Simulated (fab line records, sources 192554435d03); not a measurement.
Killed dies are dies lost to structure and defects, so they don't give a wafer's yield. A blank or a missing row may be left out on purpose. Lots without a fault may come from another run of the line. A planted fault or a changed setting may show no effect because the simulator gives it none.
Which tool did it? | flow n5_finfet | 24 lots, 72 wafers sampled, at 4 steps of a route of 1938

WHAT THE GAUGES READ, wafer by wafer
N5_BEOL_M3_CD_MEAS_28: target cd 25.7 nm, target cd y 23.3 nm.
lot  | measured     | on        | cd_nm (nm)
L074 | day 7 01:16  | cd_sem-01 | 26.42 26.32 25.61
L075 | day 7 05:04  | cd_sem-01 | 25.79 26.01 25.89
L076 | day 7 05:51  | cd_sem-02 | 26.13 25.88 25.91
L077 | day 7 22:10  | cd_sem-03 | 26.00 25.42 25.77
L079 | day 8 08:00  | cd_sem-03 | 25.76 26.19 26.14
L078 | day 8 08:10  | cd_sem-01 | 25.42 25.35 25.40
L080 | day 9 00:56  | cd_sem-02 | 25.88 26.11 25.77
L081 | day 9 01:02  | cd_sem-02 | 25.38 25.95 25.69
L083 | day 9 04:46  | cd_sem-03 | 25.68 25.47 26.02
L082 | day 9 08:34  | cd_sem-03 | 25.54 25.60 25.87
L084 | day 9 09:53  | cd_sem-03 | 25.88 25.17 25.90
L085 | day 9 14:20  | cd_sem-02 | 25.82 25.54 25.49
L088 | day 10 05:22 | cd_sem-03 | 25.86 25.43 25.59
L086 | day 10 09:55 | cd_sem-01 | 25.84 25.92 26.07
L087 | day 10 16:00 | cd_sem-02 | 25.87 25.71 26.14
L089 | day 11 00:22 | cd_sem-02 | 26.27 25.53 25.89
L090 | day 11 03:03 | cd_sem-02 | 25.71 25.70 25.80
L092 | day 11 07:13 | cd_sem-03 | 25.88 25.48 26.06
L091 | day 11 07:29 | cd_sem-01 | 25.60 26.13 25.50
L093 | day 11 20:14 | cd_sem-01 | 26.05 26.04 25.78
L095 | day 11 20:56 | cd_sem-03 | 25.90 25.65 25.67
L094 | day 12 00:45 | cd_sem-02 | 25.87 25.96 25.94
L096 | day 12 18:46 | cd_sem-03 | 25.44 25.51 25.58
L097 | day 13 04:03 | cd_sem-02 | 25.92 25.43 25.95

WHICH TOOL RAN EACH LOT (tool, then ch and the chambers of the sampled wafers, then the start)
lot  | N5_BEOL_M2_SPUTTER_90        | N5_BEOL_M2_SPUTTER_94        | N5_BEOL_M2_ANNEAL_51
L074 | pvd_sputter-01, day 6 21:46  | pvd_sputter-01, day 6 22:13  | rtp_anneal-01 ch 0, day 6 22:40
L075 | pvd_sputter-02, day 6 21:56  | pvd_sputter-02, day 6 22:22  | rtp_anneal-01 ch 0, day 6 23:04
L076 | pvd_sputter-01, day 7 01:58  | pvd_sputter-01, day 7 02:24  | rtp_anneal-01 ch 0, day 7 02:54
L077 | pvd_sputter-03, day 7 18:16  | pvd_sputter-03, day 7 18:42  | rtp_anneal-01 ch 0, day 7 19:13
L079 | pvd_sputter-02, day 8 00:47  | pvd_sputter-02, day 8 01:14  | rtp_anneal-02 ch 0, day 8 02:01
L078 | pvd_sputter-01, day 8 01:01  | pvd_sputter-01, day 8 01:30  | rtp_anneal-01 ch 0, day 8 02:16
L080 | pvd_sputter-03, day 8 21:15  | pvd_sputter-03, day 8 21:41  | rtp_anneal-02 ch 0, day 8 22:14
L081 | pvd_sputter-01, day 8 21:22  | pvd_sputter-01, day 8 21:51  | rtp_anneal-01 ch 0, day 8 22:17
L083 | pvd_sputter-02, day 9 01:17  | pvd_sputter-02, day 9 01:43  | rtp_anneal-02 ch 0, day 9 02:08
L082 | pvd_sputter-03, day 9 04:47  | pvd_sputter-03, day 9 05:14  | rtp_anneal-02 ch 0, day 9 05:41
L084 | pvd_sputter-01, day 9 06:24  | pvd_sputter-01, day 9 06:50  | rtp_anneal-02 ch 0, day 9 07:20
L085 | pvd_sputter-01, day 9 09:41  | pvd_sputter-01, day 9 10:08  | rtp_anneal-01 ch 0, day 9 10:33
L088 | pvd_sputter-01, day 10 00:59 | pvd_sputter-01, day 10 01:26 | rtp_anneal-02 ch 0, day 10 01:53
L086 | pvd_sputter-03, day 10 06:21 | pvd_sputter-03, day 10 06:47 | rtp_anneal-02 ch 0, day 10 07:15
L087 | pvd_sputter-01, day 10 10:18 | pvd_sputter-01, day 10 10:44 | rtp_anneal-02 ch 0, day 10 11:09
L089 | pvd_sputter-01, day 10 19:28 | pvd_sputter-01, day 10 19:54 | rtp_anneal-01 ch 0, day 10 20:22
L090 | pvd_sputter-01, day 10 21:54 | pvd_sputter-01, day 10 22:20 | rtp_anneal-01 ch 0, day 10 22:51
L092 | pvd_sputter-02, day 11 03:37 | pvd_sputter-02, day 11 04:03 | rtp_anneal-01 ch 0, day 11 04:34
L091 | pvd_sputter-01, day 11 03:40 | pvd_sputter-01, day 11 04:06 | rtp_anneal-02 ch 0, day 11 04:31
L093 | pvd_sputter-02, day 11 15:16 | pvd_sputter-02, day 11 15:43 | rtp_anneal-02 ch 0, day 11 16:10
L095 | pvd_sputter-02, day 11 17:11 | pvd_sputter-02, day 11 17:38 | rtp_anneal-02 ch 0, day 11 18:03
L094 | pvd_sputter-03, day 11 21:05 | pvd_sputter-03, day 11 21:31 | rtp_anneal-02 ch 0, day 11 21:56
L096 | pvd_sputter-01, day 12 13:13 | pvd_sputter-01, day 12 13:40 | rtp_anneal-01 ch 0, day 12 14:05
L097 | pvd_sputter-01, day 12 21:14 | pvd_sputter-01, day 12 21:40 | rtp_anneal-01 ch 0, day 12 22:05
- N5_BEOL_M2_SPUTTER_90: material Cu, target thk 4.5 nm, time 8.29 s.
- N5_BEOL_M2_SPUTTER_94: material Cu, target thk 4.5 nm, time 8.29 s.
- N5_BEOL_M2_ANNEAL_51: time 90 s.

WHAT THE TOOLS THEMSELVES READ (means of the sampled wafers that have a number; where no wafer has one, the mark that the record gives instead)
N5_BEOL_M2_SPUTTER_90.
lot  | tool           | throttle_valve_pct (%)
L074 | pvd_sputter-01 | 30.2
L075 | pvd_sputter-02 | 28.2
L076 | pvd_sputter-01 | 29.9
L077 | pvd_sputter-03 | 29.5
L079 | pvd_sputter-02 | 29.2
L078 | pvd_sputter-01 | 30.1
L080 | pvd_sputter-03 | 30.0
L081 | pvd_sputter-01 | 29.6
L083 | pvd_sputter-02 | 31.2
L082 | pvd_sputter-03 | 29.6
L084 | pvd_sputter-01 | 30.2
L085 | pvd_sputter-01 | 30.9
L088 | pvd_sputter-01 | 30.4
L086 | pvd_sputter-03 | 30.0
L087 | pvd_sputter-01 | 30.2
L089 | pvd_sputter-01 | 30.3
L090 | pvd_sputter-01 | 30.4
L092 | pvd_sputter-02 | 29.2
L091 | pvd_sputter-01 | 30.3
L093 | pvd_sputter-02 | 30.1
L095 | pvd_sputter-02 | 31.0
L094 | pvd_sputter-03 | 29.6
L096 | pvd_sputter-01 | 29.8
L097 | pvd_sputter-01 | 29.1

N5_BEOL_M2_SPUTTER_94.
lot  | tool           | throttle_valve_pct (%)
L074 | pvd_sputter-01 | 30.3
L075 | pvd_sputter-02 | 28.2
L076 | pvd_sputter-01 | 29.8
L077 | pvd_sputter-03 | 29.4
L079 | pvd_sputter-02 | 29.3
L078 | pvd_sputter-01 | 30.4
L080 | pvd_sputter-03 | 29.9
L081 | pvd_sputter-01 | 29.7
L083 | pvd_sputter-02 | 31.1
L082 | pvd_sputter-03 | 29.4
L084 | pvd_sputter-01 | 30.1
L085 | pvd_sputter-01 | 30.8
L088 | pvd_sputter-01 | 30.4
L086 | pvd_sputter-03 | 30.1
L087 | pvd_sputter-01 | 30.2
L089 | pvd_sputter-01 | 30.3
L090 | pvd_sputter-01 | 30.4
L092 | pvd_sputter-02 | 29.4
L091 | pvd_sputter-01 | 30.5
L093 | pvd_sputter-02 | 30.2
L095 | pvd_sputter-02 | 31.1
L094 | pvd_sputter-03 | 29.7
L096 | pvd_sputter-01 | 29.8
L097 | pvd_sputter-01 | 29.3

N5_BEOL_M2_ANNEAL_51.
lot  | tool          | wafer_temp_C_max
L074 | rtp_anneal-01 | 225.79
L075 | rtp_anneal-01 | 226.16
L076 | rtp_anneal-01 | 225.58
L077 | rtp_anneal-01 | 225.84
L079 | rtp_anneal-02 | 225.54
L078 | rtp_anneal-01 | 225.88
L080 | rtp_anneal-02 | 225.70
L081 | rtp_anneal-01 | 225.85
L083 | rtp_anneal-02 | 225.64
L082 | rtp_anneal-02 | 225.73
L084 | rtp_anneal-02 | 225.85
L085 | rtp_anneal-01 | 225.48
L088 | rtp_anneal-02 | 225.69
L086 | rtp_anneal-02 | 225.84
L087 | rtp_anneal-02 | 226.01
L089 | rtp_anneal-01 | 226.18
L090 | rtp_anneal-01 | 225.86
L092 | rtp_anneal-01 | 225.68
L091 | rtp_anneal-02 | 225.70
L093 | rtp_anneal-02 | 225.75
L095 | rtp_anneal-02 | 225.72
L094 | rtp_anneal-02 | 225.73
L096 | rtp_anneal-01 | 225.82
L097 | rtp_anneal-01 | 225.92

THE ANSWER, worked out from the rows above alone
Rule: what is usual is taken from the lots themselves. Put in order of their means at a reading, lots are off if they are a third of the lots or fewer, leave a main group of 4 or more, and stand apart from it by a gap of 3 or more times the standard deviation of the main group's means; of several such gaps the widest counts. A main group whose means are all the same, to the digits that the tables above print for the reading, isn't used. A lot without any number at a reading at which 4 lots or more have one is off too. The other lots that the step has rows for count as sound. The gauges are gone through in route order, then the tools' own readings, and for those a lot's mean is taken as printed above. The first step at which some lot is off is used, and at that step the reading that is off furthest; a lot without a number counts as furthest.
No lot is off at any reading shown: from this, nothing can be told.

WHAT THE SIMULATOR HAD PUT IN
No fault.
